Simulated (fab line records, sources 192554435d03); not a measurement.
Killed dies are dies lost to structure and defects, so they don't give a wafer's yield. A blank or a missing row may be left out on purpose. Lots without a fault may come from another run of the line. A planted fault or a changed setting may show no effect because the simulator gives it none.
Split-lot experiment | flow n5_finfet | 7 lots, 21 wafers read, on a route of 1938 steps

THE SPLIT
At N5_BEOL_M6_TRENCH_ETCH_37 (etches SiCOH lowk in C4F6/O2, target depth 94.435 nm, time 31.5 s), the setting time_s was moved away from the recipe's 31.5 s on 6 of the 21 wafers read, by -16.4% to +14.2%. The other wafers ran this setting at the recipe's value.

FROM THE SPLIT TO THE READING: what the file shows between them, 2 steps
- N5_BEOL_M6_ETCH_41: etches SiCN in CH3F/O2, target depth 29.7 nm, time 52 s
- N5_BEOL_M6_STRIP_80: strips in N2/H2, time 10 s

THE READING
trench_depth_nm, in nm, at N5_BEOL_M6_OCD_MEAS_38. Fault-free wafers of this fab line usually give 94.9 nm, standard deviation 1.6 nm.

wafer  | tool, chamber at the split | time_s as run, s | against the recipe | trench_depth_nm, nm | against lot-mates on the recipe
L086.1 | rie_diel-03, 0             | 31.5             | recipe             | 94.9                | -
L086.2 | rie_diel-03, 3             | 26.33            | -16.4%             | 82.4                | -12.2
L086.3 | rie_diel-03, 2             | 31.5             | recipe             | 94.4                | -
L088.1 | rie_diel-01, 0             | 35.97            | +14.2%             | 110.1               | +14.3
L088.2 | rie_diel-01, 3             | 31.5             | recipe             | 95.8                | -
L088.3 | rie_diel-01, 1             | 35.97            | +14.2%             | 108.3               | +12.5
L089.2 | rie_diel-01, 3             | 34.94            | +10.9%             | 105.6               | +12.1
L089.4 | rie_diel-01, 1             | 31.5             | recipe             | 92.9                | -
L089.5 | rie_diel-01, 2             | 31.5             | recipe             | 94.1                | -
L090.1 | rie_diel-06, 2             | 31.5             | recipe             | 94.4                | -
L090.3 | rie_diel-06, 1             | 31.5             | recipe             | 96.6                | -
L090.5 | rie_diel-06, 3             | 34.32            | +9.0%              | 105.2               | +9.7
L092.1 | rie_diel-03, 3             | 31.5             | recipe             | 98.5                | -
L092.2 | rie_diel-03, 0             | 31.5             | recipe             | 94.9                | -
L092.5 | rie_diel-03, 0             | 31.5             | recipe             | 94.7                | -
L093.2 | rie_diel-03, 0             | 31.5             | recipe             | 93.8                | -
L093.4 | rie_diel-03, 2             | 31.5             | recipe             | 92.1                | -
L093.5 | rie_diel-03, 1             | 31.5             | recipe             | 92.6                | -
L097.1 | rie_diel-06, 2             | 31.5             | recipe             | 93.2                | -
L097.3 | rie_diel-06, 0             | 31.5             | recipe             | 91.9                | -
L097.4 | rie_diel-06, 1             | 29.71            | -5.7%              | 90.6                | -2.0

THE FIT
A straight line over all 21 wafers: trench_depth_nm changes by +0.935 nm for each +1% of time_s; r = +0.96; the points scatter about the line by 1.8 nm.
The same after taking each lot's own level away (the mean of its wafers on the recipe; 21 wafers): +0.882 nm for each +1%; r = +0.97; scatter 1.4 nm.
On that fit, the largest move of time_s shifts the reading by 14 nm.
The lots' own levels span 92.55 to 96.03 nm, that is 2.2 times the standard deviation above.
So the lot-to-lot level changes the slope little: the two slopes agree.
Check: with one of the wafers moved furthest among these (-16.4%) left out of the fit, the line predicts -15.1 nm for it against its lot-mates. It came out at -12.2 nm against them.

OTHER SPLITS ON THESE WAFERS
These wafers also went through other splits before the reading. Each is held against what the fit with the lots' levels taken away leaves over:
other split on the same wafers | wafers away from the commonest value | r with trench_depth_nm (lot level and that fit taken away)
N5_BEOL_M3_COAT_05 spin_rpm    | 11                                   | +0.03
N5_BEOL_M5_COAT_65 spin_rpm    | 10                                   | -0.24
N5_BEOL_M5_COAT_22 spin_rpm    | 8                                    | -0.19
N5_BEOL_M6_ETCH_62 time_s      | 6                                    | -0.16
N5_BEOL_M6_COAT_22 spin_rpm    | 7                                    | -0.23

THE WHOLE CHAIN: every reading that the file lists as answering this split, in the file's order
step                      | what it does                                                      | reading                                                                   | change (the file's fit)               | r (the file's)
N5_BEOL_M6_TRENCH_ETCH_37 | etches SiCOH lowk in C4F6/O2, target depth 94.435 nm, time 31.5 s | etch.depth_nm (the simulator's own value, which no gauge read)            | +0.898 nm for each +1% of the setting | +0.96
N5_BEOL_M6_TRENCH_ETCH_37 | etches SiCOH lowk in C4F6/O2, target depth 94.435 nm, time 31.5 s | BEOL_M6.feature_depth_nm (the simulator's own value, which no gauge read) | +0.899 nm for each +1% of the setting | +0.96
N5_BEOL_M6_OCD_MEAS_38    |                                                                   | trench_depth_nm                                                           | +0.885 nm for each +1% of the setting | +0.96

THE FILE'S OWN FIT
trench_depth_nm changes by +0.885 nm for each +1% of time_s, r = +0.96.
